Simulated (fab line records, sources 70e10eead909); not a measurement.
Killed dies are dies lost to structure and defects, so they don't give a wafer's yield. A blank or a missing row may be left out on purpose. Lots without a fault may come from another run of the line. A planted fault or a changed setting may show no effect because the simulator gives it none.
fab line records | flow nand_harc
record lots=7 wafers=20 last_day=33
route steps=1302 shown A_DECK1_JOINT@539 A_ONON_D2@545 END@1302
lots that met no fault: from a run of the same line without faults
start_h: hours from the record's first day to the start of the lot's first wafer shown | wait_h: hours since the lot's step before | " the same as in the row above | L1.1+2: a row that stands for several wafers | - no value, or no start given | * or withheld: withheld | < > ~ a bound
route shown NAME@n: a module of which the file shows steps, and the number in the route of the first | usual: mean/standard deviation of fault-free wafers | same: alike in all rows | chamber/n: place in a boat | sites: the reading at each site | _std_site: their standard deviation | _edge_site: outer sites' mean less inner sites' | radius_mm: how far each site lies from the wafer's centre | mask NAME#n: copy n | behind: the tool/chamber that last shaped the wafer | hold: why the lot was held/for how many hours/how that ended | device: the transistor (n, p or np) that didn't switch | end of line: the same wafers' tests at the end of the route | a step without rows: its recipe alone | killed: dies lost to structure and defects at the first sort, not the wafer's yield | map: a wafer's dies, x killed, . not, _ none there
set.NAME: the setting as run; set.NAME@STEP: as run at that earlier step | model.NAME: the simulator's own value behind a step, which no gauge read
lots at some steps of the route; a table a step, a row a wafer
services: from which hour (start_h, from the record's first day; less than 0 if before it) a tool's chamber was out of use, for how many hours, and why
## steps
# step NHARC_A_DECK1_JOINT_CMP_02
# recipe material=SiOx
# usual motor_current_A=12.4/1.1 retaining_ring_pressure_frac=0.999/0.0048 slurry_filter_dp_kPa=13.50/0.11
# columns lot.wafer tool chamber start_h wait_h motor_current_A retaining_ring_pressure_frac slurry_filter_dp_kPa
L155.1 cmp-04 2 297.83 0.4 12.7 1.004 13.34
L155.5 " 0 " " 10.3 1.005 13.60
L155.6 " 1 " " 11.8 0.991 13.56
L162.4 cmp-03 1 356.06 0.4 12.7 0.994 13.30
L162.3 " 2 " " 11.1 1.001 13.53
L162.2 " 3 " " 10.4 0.994 13.26
L165.4 cmp-03 3 384.41 0.4 10.2 1.004 13.41
L165.6 " 0 " " 13.8 0.997 13.43
L165.5 " 1 " " 13.6 0.992 13.45
L166.3 cmp-03 1 402.27 0.4 13.4 0.998 13.53
L166.2 " 2 " " 11.6 1.002 13.55
L166.1 " 0 " " 13.5 0.995 13.65
L168.4 cmp-04 2 413.22 0.4 12.9 1.002 13.58
L168.1 " 3 " " 13.9 0.999 13.56
L175.4 cmp-02 0 480.70 0.4 12.0 1.002 13.49
L175.2 " 2 " " 13.2 0.996 13.45
L175.5 " 3 " " 12.3 1.004 13.44
L176.3 cmp-02 2 514.58 0.4 12.6 1.002 13.43
L176.6 " 2 " " 13.2 0.996 13.72
L176.5 " 3 " " 11.7 0.998 13.45
# step NHARC_A_DECK1_JOINT_SRD_15
# step NHARC_A_DECK1_JOINT_DEP_16
# recipe target_thk_a=450 temp_c=400 pressure_torr=6.5 rf_w=900 teos_flow_sccm=161.4 flow_sccm=2650 target_thk_nm=45 gas=O2 material=SiO2
# usual heater_power_w=514/73 rf_fwd_power_W=896.0/2.5 throttle_valve_pct=16.1/0.41
# columns lot.wafer tool chamber start_h wait_h heater_power_w rf_fwd_power_W throttle_valve_pct
L155.1 pecvd-03 1 298.17 0.1 438 903.3 16.7
L155.6 " 1 " " 455 898.1 16.7
L155.5 " 2 " " 501 897.5 16.0
L162.2 pecvd-01 0 356.46 0.1 585 894.5 15.5
L162.3 " 1 " " 577 894.1 15.7
L162.4 " 2 " " 424 892.4 15.6
L165.6 pecvd-03 0 384.82 0.2 653 894.7 16.0
L165.4 " 1 " " 465 894.5 16.8
L165.5 " 2 " " 523 894.6 15.5
L166.2 pecvd-04 1 402.66 0.1 455 893.9 16.4
L166.3 " 2 " " 352 895.8 16.5
L166.1 " 0 " " 626 896.4 16.2
L168.1 pecvd-04 2 413.59 0.1 473 898.5 16.7
L168.4 " 0 " " 596 897.9 16.1
L175.2 pecvd-03 1 481.06 0.1 596 898.1 17.1
L175.4 " 1 " " 576 894.3 16.3
L175.5 " 0 " " 645 897.4 16.1
L176.3 pecvd-03 0 515.03 0.1 656 895.7 16.1
L176.5 " 2 " " 429 892.1 15.8
L176.6 " 0 " " 653 899.1 16.2
# step NHARC_A_DECK1_JOINT_THK_MEAS_17
# recipe thk_meas_gauge=ellipsometry
# usual thk_nm=45.0/1.1
# columns lot.wafer tool chamber start_h wait_h thk_nm
L155.1 film_metro-01 - 298.54 0.3 45.3
L155.5 " - " " 44.7
L155.6 " - " " 47.1
L162.2 film_metro-02 - 356.71 0.2 45.4
L162.3 " - " " 43.8
L162.4 " - " " 44.1
L165.4 film_metro-01 - 385.02 0.1 45.3
L165.5 " - " " 45.8
L165.6 " - " " 46.0
L166.1 film_metro-01 - 402.94 0.2 43.0
L166.2 " - " " 45.5
L166.3 " - " " 46.0
L168.1 film_metro-02 - 413.83 0.2 45.7
L168.4 " - " " 44.8
L175.2 film_metro-02 - 481.34 0.3 44.3
L175.4 " - " " 45.3
L175.5 " - " " 44.1
L176.3 film_metro-02 - 515.26 0.2 43.5
L176.5 " - " " 45.0
L176.6 " - " " 47.0
# step NHARC_A_DECK1_JOINT_INSPECT_05
# usual raw_defect_count=327/130
# columns lot.wafer tool chamber start_h wait_h raw_defect_count
L155.1 defect_inspect-01 - 298.57 0.0 374
L155.5 " - " " 261
L155.6 " - " " 277
L162.2 defect_inspect-01 - 356.75 0.0 286
L162.3 " - " " 403
L162.4 " - " " 348
L165.4 defect_inspect-02 - 385.05 0.0 433
L165.5 " - " " 383
L165.6 " - " " 434
L166.1 defect_inspect-02 - 402.97 0.0 449
L166.2 " - " " 741
L166.3 " - " " 812
L168.1 defect_inspect-01 - 413.87 0.0 321
L168.4 " - " " 253
L175.2 defect_inspect-01 - 481.38 0.0 252
L175.4 " - " " 282
L175.5 " - " " 230
L176.3 defect_inspect-02 - 515.29 0.0 304
L176.5 " - " " 553
L176.6 " - " " 372
# step NHARC_A_ONON_D2_DEP_00
# recipe target_thk_a=10000 n2_flow_sccm=2750 n2o_flow_sccm=2000 nh3_flow_sccm=500 sih4_flow_sccm=210 temp_c=400
# step NHARC_A_ONON_D2_THK_MEAS_02
# recipe thk_meas_gauge=ellipsometry
# usual thk_nm=1000/7.9
# columns lot.wafer tool chamber start_h wait_h thk_nm
L155.1 film_metro-01 - 299.15 - 1012
L155.5 " - " " 1012
L155.6 " - " " 1013
L162.2 film_metro-02 - 357.33 - 1005
L162.3 " - " " 1006
L162.4 " - " " 1003
L165.4 film_metro-01 - 385.63 - 1010
L165.5 " - " " 1010
L165.6 " - " " 1013
L166.1 film_metro-02 - 403.55 - 1015
L166.2 " - " " 1017
L166.3 " - " " 1017
L168.1 film_metro-02 - 414.45 - 995
L168.4 " - " " 995
L175.2 film_metro-01 - 481.96 - 1002
L175.4 " - " " 1003
L175.5 " - " " 1002
L176.3 film_metro-02 - 515.86 - 997
L176.5 " - " " 997
L176.6 " - " " 995
# step NHARC_A_ONON_D2_DEP_03
# recipe target_thk_a=10000 n2_flow_sccm=2750 n2o_flow_sccm=2000 nh3_flow_sccm=500 sih4_flow_sccm=210 temp_c=400
# step NHARC_A_ONON_D2_THK_MEAS_05
# recipe thk_meas_gauge=ellipsometry
# usual thk_nm=1001/9.8
# columns lot.wafer tool chamber start_h wait_h thk_nm
L155.1 film_metro-01 - 299.72 - 1012
L155.5 " - " " 1012
L155.6 " - " " 1010
L162.2 film_metro-01 - 357.89 - 996
L162.3 " - " " 997
L162.4 " - " " 998
L165.4 film_metro-01 - 386.20 - 998
L165.5 " - " " 999
L165.6 " - " " 998
L166.1 film_metro-01 - 404.12 - 1023
L166.2 " - " " 1019
L166.3 " - " " 1019
L168.1 film_metro-01 - 415.01 - 1001
L168.4 " - " " 999
L175.2 film_metro-02 - 482.53 - 1005
L175.4 " - " " 1004
L175.5 " - " " 1004
L176.3 film_metro-02 - 516.43 - 999
L176.5 " - " " 998
L176.6 " - " " 999
# step NHARC_A_ONON_D2_DEP_06
# recipe target_thk_a=10000 n2_flow_sccm=2750 n2o_flow_sccm=2000 nh3_flow_sccm=500 sih4_flow_sccm=210 temp_c=400
# step NHARC_A_ONON_D2_THK_MEAS_08
# recipe thk_meas_gauge=ellipsometry
# usual thk_nm=998/11
# columns lot.wafer tool chamber start_h wait_h thk_nm
L155.1 film_metro-02 - 300.28 - 988
L155.5 " - " " 989
L155.6 " - " " 990
L162.2 film_metro-01 - 358.46 - 1001
L162.3 " - " " 1000
L162.4 " - " " 1001
L165.4 film_metro-01 - 386.76 - 993
L165.5 " - " " 994
L165.6 " - " " 993
L166.1 film_metro-01 - 404.68 - 1013
L166.2 " - " " 1013
L166.3 " - " " 1012
L168.1 film_metro-01 - 415.60 - 996
L168.4 " - " " 1000
L175.2 film_metro-01 - 483.09 - 992
L175.4 " - " " 994
L175.5 " - " " 992
L176.3 film_metro-02 - 517.00 - 992
L176.5 " - " " 991
L176.6 " - " " 990
# step NHARC_A_ONON_D2_DEP_09
# recipe target_thk_a=10000 n2_flow_sccm=2750 n2o_flow_sccm=2000 nh3_flow_sccm=500 sih4_flow_sccm=210 temp_c=400
# columns lot.wafer tool chamber start_h wait_h
L155.1+5+6 pecvd_onon-02 0 300.34 0.1
L162.2+3+4 pecvd_onon-04 0 358.57 0.1
L165.4+5+6 pecvd_onon-04 0 386.99 0.2
L166.1+2+3 pecvd_onon-04 0 404.74 0.1
L168.1+4 pecvd_onon-04 0 415.66 0.1
L175.2+4+5 pecvd_onon-04 0 483.21 0.1
L176.3+5+6 pecvd_onon-04 0 517.17 0.2
# step NHARC_A_ONON_D2_THK_MEAS_11
# recipe thk_meas_gauge=ellipsometry
# usual thk_nm=999/6.4
# columns lot.wafer tool chamber start_h wait_h thk_nm
L155.1 film_metro-01 - 300.85 - 994
L155.5 " - " " 996
L155.6 " - " " 996
L162.2 film_metro-01 - 359.02 - 998
L162.3 " - " " 998
L162.4 " - " " 998
L165.4 film_metro-01 - 387.36 - 626
L165.5 " - " " 1004
L165.6 " - " " 1005
L166.1 film_metro-01 - 405.25 - 623
L166.2 " - " " 1001
L166.3 " - " " 1001
L168.1 film_metro-01 - 416.19 - 635
L168.4 " - " " 634
L175.2 film_metro-02 - 483.66 - 995
L175.4 " - " " 995
L175.5 " - " " 996
L176.3 film_metro-02 - 517.59 - 1007
L176.5 " - " " 1007
L176.6 " - " " 1009
# step NHARC_A_ONON_D2_DEP_12
# recipe target_thk_a=10000 n2_flow_sccm=2750 n2o_flow_sccm=2000 nh3_flow_sccm=500 sih4_flow_sccm=210 temp_c=400
# step NHARC_END_SORT_01
# recipe temp_c=25
# usual killed_at_array=46/15 killed_at_other=0.8/1.1 killed_at_periphery=4.0/2.9 killed_dies=50/15 killed_open=3.2/1.8 killed_short=2.3/1.6
# same gross_dies=677
# columns lot.wafer tool chamber start_h wait_h killed_at_array killed_at_other killed_at_periphery killed_dies killed_open killed_short
L155.1 prober-02 0 584.67 2.5 35 0 4 39 4 2
L155.5 prober-02 0 587.91 3.7 42 1 0 43 2 2
L155.6 prober-02 0 588.72 4.0 47 0 1 48 3 0
L162.2 prober-02 0 650.95 2.8 46 0 7 53 3 0
L162.3 prober-02 0 651.74 3.1 60 1 12 73 5 0
L162.4 prober-02 0 652.52 3.4 67 3 4 74 2 5
L165.4 prober-01 0 677.66 3.4 675 0 2 677 2 2
L165.5 prober-01 0 678.46 3.7 34 0 1 35 3 0
L165.6 prober-01 0 679.25 4.0 36 0 0 36 0 1
L166.1 prober-01 0 690.94 2.5 667 0 10 677 5 4
L166.2 prober-01 0 691.75 2.8 52 1 9 62 4 3
L166.3 prober-01 0 692.56 3.1 49 1 5 55 1 1
L168.1 prober-02 0 706.29 2.6 674 1 2 677 3 1
L168.4 prober-02 0 708.68 3.4 676 0 1 677 3 1
L176.3 prober-01 0 793.75 3.1 23 2 10 35 4 3
L176.5 prober-01 0 795.35 3.7 31 2 9 42 3 5
L176.6 prober-01 0 796.15 4.0 28 0 5 33 4 1
# killed by level:class
L155.1 A_CHANNEL_HOLE_D1:chamber_film_flake=15 A_SGD_CUT:chamber_film_flake=8 A_STAIRCASE:chamber_film_flake=3 A_CHANNEL_HOLE_D2:chamber_film_flake=2 A_CONTACT:chamber_film_flake=2 P_GATE:geometric_particle:open=1 P_CONTACT:geometric_particle:open=1 P_M1:geometric_particle:short=1
L155.5 A_CHANNEL_HOLE_D1:chamber_film_flake=18 A_CHANNEL_HOLE_D2:chamber_film_flake=8 A_SGD_CUT:chamber_film_flake=7 A_STAIRCASE:chamber_film_flake=3 A_CONTACT:chamber_film_flake=3 A_WL_FILL:geometric_particle:short=2 A_DECK1_JOINT:geometric_particle:open=1 STARTING-WAFER:geometric_particle:open=1
L155.6 A_CHANNEL_HOLE_D1:chamber_film_flake=27 A_CHANNEL_HOLE_D2:chamber_film_flake=9 A_STAIRCASE:chamber_film_flake=4 A_CONTACT:chamber_film_flake=3 P_CONTACT:geometric_particle:open=1 A_ONON_D1:geometric_particle:open=1 A_WL_FILL:geometric_particle:open=1 A_SGD_CUT:chamber_film_flake=1
L162.2 A_CHANNEL_HOLE_D1:chamber_film_flake=17 A_SLIT:chamber_film_flake=16 A_CHANNEL_HOLE_D2:chamber_film_flake=6 P_CONTACT:chamber_film_flake=5 A_CONTACT:chamber_film_flake=4 P_CONTACT:geometric_particle:open=1 A_CHANNEL_HOLE_D1:geometric_particle:open=1 A_CHANNEL_FILL_D1:geometric_particle:open=1
L162.3 A_CHANNEL_HOLE_D1:chamber_film_flake=22 A_SLIT:chamber_film_flake=17 P_CONTACT:chamber_film_flake=10 A_CHANNEL_HOLE_D2:chamber_film_flake=7 A_CONTACT:chamber_film_flake=3 A_DECK1_JOINT:chamber_film_flake=2 A_WL_FILL:chamber_film_flake=2 P_M1:geometric_particle:open=1
L162.4 A_SLIT:chamber_film_flake=31 A_CHANNEL_HOLE_D1:chamber_film_flake=21 A_CONTACT:chamber_film_flake=5 A_CHANNEL_HOLE_D2:chamber_film_flake=3 THIN_TSV:chamber_film_flake=3 P_CONTACT:chamber_film_flake=2 P_CONTACT:geometric_particle:open=1 P_CONTACT:geometric_particle:short=1
L165.4 A_ONON_D2:area_dep=646 A_CHANNEL_HOLE_D2:chamber_film_flake=12 A_CHANNEL_HOLE_D1:chamber_film_flake=6 A_CONTACT:chamber_film_flake=4 A_ONON_D2:geometric_particle:short=2 A_WL_FILL:chamber_film_flake=2 P_GATE:geometric_particle:open=1 A_ONON_D1:geometric_particle:open=1
L165.5 A_CHANNEL_HOLE_D2:chamber_film_flake=11 A_CONTACT:chamber_film_flake=7 A_BLC:chamber_film_flake=7 A_CHANNEL_HOLE_D1:chamber_film_flake=4 A_ONON_D1:geometric_particle:open=1 A_CHANNEL_FILL_D1:geometric_particle:open=1 A_M0:geometric_particle:open=1 P_STI:chamber_film_flake=1
L165.6 A_CHANNEL_HOLE_D2:chamber_film_flake=16 A_BLC:chamber_film_flake=7 A_CHANNEL_HOLE_D1:chamber_film_flake=5 A_DECK1_JOINT:chamber_film_flake=2 A_CONTACT:chamber_film_flake=2 A_DECK1_JOINT:geometric_particle:short=1 A_STAIRCASE:chamber_film_flake=1 A_SLIT:chamber_film_flake=1
L166.1 A_ONON_D2:area_dep=624 A_CHANNEL_HOLE_D1:chamber_film_flake=17 A_CHANNEL_HOLE_D2:chamber_film_flake=15 P_BONDPAD:chamber_film_flake=4 A_M1:geometric_particle:open=2 A_WL_FILL:chamber_film_flake=2 P_GATE:geometric_particle:short=1 P_GATE:geometric_particle:open=1
L166.2 A_CHANNEL_HOLE_D1:chamber_film_flake=27 A_CHANNEL_HOLE_D2:chamber_film_flake=15 P_BONDPAD:chamber_film_flake=7 A_DECK1_JOINT:geometric_particle:open=2 P_CONTACT:geometric_particle:short=1 A_DECK1_JOINT:geometric_particle:short=1 A_WL_FILL:geometric_particle:open=1 A_BLC:geometric_particle:short=1
L166.3 A_CHANNEL_HOLE_D1:chamber_film_flake=29 A_CHANNEL_HOLE_D2:chamber_film_flake=14 P_BONDPAD:chamber_film_flake=3 A_SLIT:chamber_film_flake=2 A_ONON_D1:geometric_particle:short=1 A_CONTACT:geometric_particle:open=1 P_GATE:chamber_film_flake=1 P_M0:chamber_film_flake=1
L168.1 A_ONON_D2:area_dep=624 A_SLIT:chamber_film_flake=19 A_CHANNEL_HOLE_D2:chamber_film_flake=11 A_CONTACT:chamber_film_flake=8 A_CHANNEL_HOLE_D1:chamber_film_flake=7 A_STAIRCASE:chamber_film_flake=2 P_M0:geometric_particle:open=1 P_M1:geometric_particle:open=1
L168.4 A_ONON_D2:area_dep=630 A_SLIT:chamber_film_flake=23 A_CONTACT:chamber_film_flake=7 A_CHANNEL_HOLE_D2:chamber_film_flake=6 A_CHANNEL_HOLE_D1:chamber_film_flake=4 A_STAIRCASE:chamber_film_flake=2 P_STI:geometric_particle:short=1 A_ONON_D1:geometric_particle:open=1
L176.3 A_CONTACT:chamber_film_flake=8 P_ZERO_WELL:chamber_film_flake=4 A_SLIT:chamber_film_flake=4 A_CHANNEL_FILL_D1:geometric_particle:open=2 P_GATE:chamber_film_flake=2 A_CHANNEL_FILL_D2:chamber_film_flake=2 A_STAIRCASE:chamber_film_flake=2 THIN_TSV:chamber_film_flake=2
L176.5 A_SLIT:chamber_film_flake=7 P_GATE:chamber_film_flake=6 A_STAIRCASE:chamber_film_flake=4 A_CONTACT:chamber_film_flake=4 P_ZERO_WELL:chamber_film_flake=3 A_CHANNEL_HOLE_D2:geometric_particle:short=2 A_DECK1_JOINT:chamber_film_flake=2 A_CHANNEL_FILL_D2:chamber_film_flake=2
L176.6 A_SLIT:chamber_film_flake=10 A_CONTACT:chamber_film_flake=8 P_GATE:chamber_film_flake=4 A_CHANNEL_FILL_D2:chamber_film_flake=3 A_STAIRCASE:chamber_film_flake=2 P_CONTACT:geometric_particle:open=1 A_SOURCE_PLATE:geometric_particle:open=1 A_SOURCE_PLATE:geometric_particle:short=1
# map L165.4 (x killed, . not)
____________x____________
_________xxxxxxx_________
_______xxxxxxxxxxx_______
______xxxxxxxxxxxxx______
_____xxxxxxxxxxxxxxx_____
____xxxxxxxxxxxxxxxxx____
____xxxxxxxxxxxxxxxxx____
___xxxxxxxxxxxxxxxxxxx___
___xxxxxxxxxxxxxxxxxxx___
__xxxxxxxxxxxxxxxxxxxxx__
__xxxxxxxxxxxxxxxxxxxxx__
_xxxxxxxxxxxxxxxxxxxxxxx_
_xxxxxxxxxxxxxxxxxxxxxxx_
_xxxxxxxxxxxxxxxxxxxxxxx_
_xxxxxxxxxxxxxxxxxxxxxxx_
_xxxxxxxxxxxxxxxxxxxxxxx_
xxxxxxxxxxxxxxxxxxxxxxxxx
xxxxxxxxxxxxxxxxxxxxxxxxx
xxxxxxxxxxxxxxxxxxxxxxxxx
xxxxxxxxxxxxxxxxxxxxxxxxx
xxxxxxxxxxxxxxxxxxxxxxxxx
_xxxxxxxxxxxxxxxxxxxxxxx_
_xxxxxxxxxxxxxxxxxxxxxxx_
_xxxxxxxxxxxxxxxxxxxxxxx_
_xxxxxxxxxxxxxxxxxxxxxxx_
_xxxxxxxxxxxxxxxxxxxxxxx_
__xxxxxxxxxxxxxxxxxxxxx__
__xxxxxxxxxxxxxxxxxxxxx__
___xxxxxxxxxxxxxxxxxxx___
___xxxxxxxxxxxxxxxxxxx___
____xxxxxxxxxxxxxxxxx____
____xxxxxxxxxxxxxxxxx____
_____xxxxxxxxxxxxxxx_____
______xxxxxxxxxxxxx______
_______xxxxxxxxxxx_______
_________xxxxxxx_________
____________x____________
# map L166.1 (x killed, . not)
____________x____________
_________xxxxxxx_________
_______xxxxxxxxxxx_______
______xxxxxxxxxxxxx______
_____xxxxxxxxxxxxxxx_____
____xxxxxxxxxxxxxxxxx____
____xxxxxxxxxxxxxxxxx____
___xxxxxxxxxxxxxxxxxxx___
___xxxxxxxxxxxxxxxxxxx___
__xxxxxxxxxxxxxxxxxxxxx__
__xxxxxxxxxxxxxxxxxxxxx__
_xxxxxxxxxxxxxxxxxxxxxxx_
_xxxxxxxxxxxxxxxxxxxxxxx_
_xxxxxxxxxxxxxxxxxxxxxxx_
_xxxxxxxxxxxxxxxxxxxxxxx_
_xxxxxxxxxxxxxxxxxxxxxxx_
xxxxxxxxxxxxxxxxxxxxxxxxx
xxxxxxxxxxxxxxxxxxxxxxxxx
xxxxxxxxxxxxxxxxxxxxxxxxx
xxxxxxxxxxxxxxxxxxxxxxxxx
xxxxxxxxxxxxxxxxxxxxxxxxx
_xxxxxxxxxxxxxxxxxxxxxxx_
_xxxxxxxxxxxxxxxxxxxxxxx_
_xxxxxxxxxxxxxxxxxxxxxxx_
_xxxxxxxxxxxxxxxxxxxxxxx_
_xxxxxxxxxxxxxxxxxxxxxxx_
__xxxxxxxxxxxxxxxxxxxxx__
__xxxxxxxxxxxxxxxxxxxxx__
___xxxxxxxxxxxxxxxxxxx___
___xxxxxxxxxxxxxxxxxxx___
____xxxxxxxxxxxxxxxxx____
____xxxxxxxxxxxxxxxxx____
_____xxxxxxxxxxxxxxx_____
______xxxxxxxxxxxxx______
_______xxxxxxxxxxx_______
_________xxxxxxx_________
____________x____________
## services
# columns tool chamber start_h hours kind
cmp-03 - 282.09 4.0 pm
pecvd-04 0 285.88 3.3 repair
pecvd-03 0 295.15 8.5 repair
cmp-03 - 302.32 1.6 repair
cmp-04 - 307.07 4.0 pm
pecvd_onon-04 - 311.00 13.0 pm
cmp-04 - 313.37 0.4 repair
cmp-03 - 316.75 0.4 repair
cmp-02 - 330.61 4.0 pm
pecvd-03 1 342.83 18.6 repair
cmp-02 - 343.80 1.7 repair
cmp-04 - 356.64 0.6 repair
pecvd-03 - 366.00 13.0 pm
cmp-04 - 369.43 1.7 repair
cmp-03 - 380.09 4.0 pm
pecvd-03 2 403.33 11.8 repair
cmp-03 - 419.36 4.9 repair
cmp-02 - 428.61 4.0 pm
cmp-03 - 439.30 7.8 repair
cmp-02 - 442.50 4.5 repair
cmp-03 - 453.11 5.8 repair
cmp-03 - 478.25 4.0 pm
pecvd_onon-04 - 492.00 13.0 pm
cmp-02 - 517.22 0.2 repair
## key
first_sign step=NHARC_A_ONON_D2_THK_MEAS_11 reading=thk_nm direction=down sigmas=57 usual=999 struck=630
effect step=NHARC_END_SORT_01 reading=killed_at_array direction=up sigmas=41 usual=46 struck=673
more_kills_born_at NHARC_A_ONON_D2_DEP_09@pecvd_onon-04=2524
met_at NHARC_A_ONON_D2_DEP_09
struck_wafers L165.4,L166.1,L168.1,L168.4
later_rows_left_out L165.4,L166.1,L168.1,L168.4
tester_left_out L165,L166,L168
onset_between 358.57 386.99
fault kind=process_parameter_drift tool=pecvd_onon-04 chamber=- onset_h=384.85 steps=NHARC_A_ONON_D2_DEP_09 channel=target_thk_a offset=* shape=step end_h=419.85 scope=struck_wafers_only acts_in=* stated=*
# tester_left_out: of these lots the tester's yield and bins aren't shown, on N5 and GAA mostly nor the transistor test; their killed dies are dies lost to structure and defects alone, not to doping, threshold or leakage, so they don't give the yield
# later_rows_left_out: the simulator's readings of these wafers behind a module that went badly wrong aren't trusted and aren't shown, but for the sort
